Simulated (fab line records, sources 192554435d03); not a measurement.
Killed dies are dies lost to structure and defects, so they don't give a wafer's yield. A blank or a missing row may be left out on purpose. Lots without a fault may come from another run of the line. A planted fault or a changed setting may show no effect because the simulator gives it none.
Split-lot experiment | flow n5_finfet | 7 lots, 21 wafers read, on a route of 1938 steps

THE SPLIT
At N5_BEOL_M0_ETCH_109 (etches SiCN in CH3F/O2, target depth 8 nm, overetch 2.4 nm, time 27.4 s), the setting bias_w was moved away from the recipe's 75 W on 6 of the 21 wafers read, by -6.0% to +17.2%. The other wafers ran this setting at the recipe's value.

The reading is taken at the split's own step.

THE READING
rf_vpp_V, in V, at N5_BEOL_M0_ETCH_109 (etches SiCN in CH3F/O2, target depth 8 nm, overetch 2.4 nm, time 27.4 s). Fault-free wafers of this fab line usually give 298.2 V, standard deviation 1.6 V.

wafer  | tool, chamber at the split | bias_w as run, W | against the recipe | rf_vpp_V, V | against lot-mates on the recipe
L077.3 | rie_diel-02, 3             | 82.66            | +10.2%             | 315.0       | +14.9
L077.5 | rie_diel-02, 1             | 82.66            | +10.2%             | 316.3       | +16.2
L077.6 | rie_diel-02, 2             | 75               | recipe             | 300.1       | -
L076.3 | rie_diel-02, 1             | 75               | recipe             | 298.9       | -
L076.4 | rie_diel-02, 0             | 75               | recipe             | 295.5       | -
L076.6 | rie_diel-02, 2             | 75               | recipe             | 299.7       | -
L078.4 | rie_diel-02, 1             | 75               | recipe             | 298.8       | -
L078.5 | rie_diel-02, 0             | 75               | recipe             | 295.6       | -
L078.6 | rie_diel-02, 3             | 75               | recipe             | 295.4       | -
L082.2 | rie_diel-02, 3             | 70.5             | -6.0%              | 286.2       | -12.1
L082.4 | rie_diel-02, 0             | 75               | recipe             | 297.6       | -
L082.6 | rie_diel-02, 1             | 75               | recipe             | 298.9       | -
L083.3 | rie_diel-02, 3             | 87.91            | +17.2%             | 327.3       | +27.6
L083.5 | rie_diel-02, 1             | 75               | recipe             | 300.1       | -
L083.6 | rie_diel-02, 2             | 75               | recipe             | 299.4       | -
L090.3 | rie_diel-02, 0             | 75               | recipe             | 295.3       | -
L090.4 | rie_diel-02, 3             | 75               | recipe             | 296.4       | -
L090.6 | rie_diel-02, 1             | 75               | recipe             | 299.1       | -
L094.2 | rie_diel-02, 2             | 81.24            | +8.3%              | 315.0       | +16.8
L094.3 | rie_diel-02, 3             | 81.24            | +8.3%              | 310.6       | +12.4
L094.4 | rie_diel-02, 1             | 75               | recipe             | 298.2       | -

THE FIT
A straight line over all 21 wafers: rf_vpp_V changes by +1.75 V for each +1% of bias_w; r = +0.98; the points scatter about the line by 1.8 V.
The same after taking each lot's own level away (the mean of its wafers on the recipe; 21 wafers): +1.64 V for each +1%; r = +0.99; scatter 1.6 V.
On that fit, the largest move of bias_w shifts the reading by 28 V.
The lots' own levels span 296.60 to 300.10 V, that is 2.2 times the standard deviation above.
So the lot-to-lot level changes the slope little: the two slopes agree.
Check: with one of the wafers moved furthest among these (+17.2%) left out of the fit, the line predicts +28.5 V for it against its lot-mates. It came out at +27.6 V against them.
Tool readings at the split's step, against how far the setting was moved: rf_vpp_V r = +0.98.

OTHER SPLITS ON THESE WAFERS
These wafers also went through other splits before the reading. Each is held against what the fit with the lots' levels taken away leaves over:
other split on the same wafers              | wafers away from the commonest value | r with rf_vpp_V (lot level and that fit taken away)
N5_BEOL_M0_SAQP_EXPOSE_11 dose_mj           | 9                                    | +0.34
N5_BEOL_M0_SAQP_ETCH_106 target_depth_a     | 7                                    | -0.02
N5_BEOL_M0_SAQP_SPACER2_ALD_26 target_thk_a | 7                                    | +0.20

THE FILE'S OWN FIT
rf_vpp_V changes by +1.63 V for each +1% of bias_w, r = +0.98.
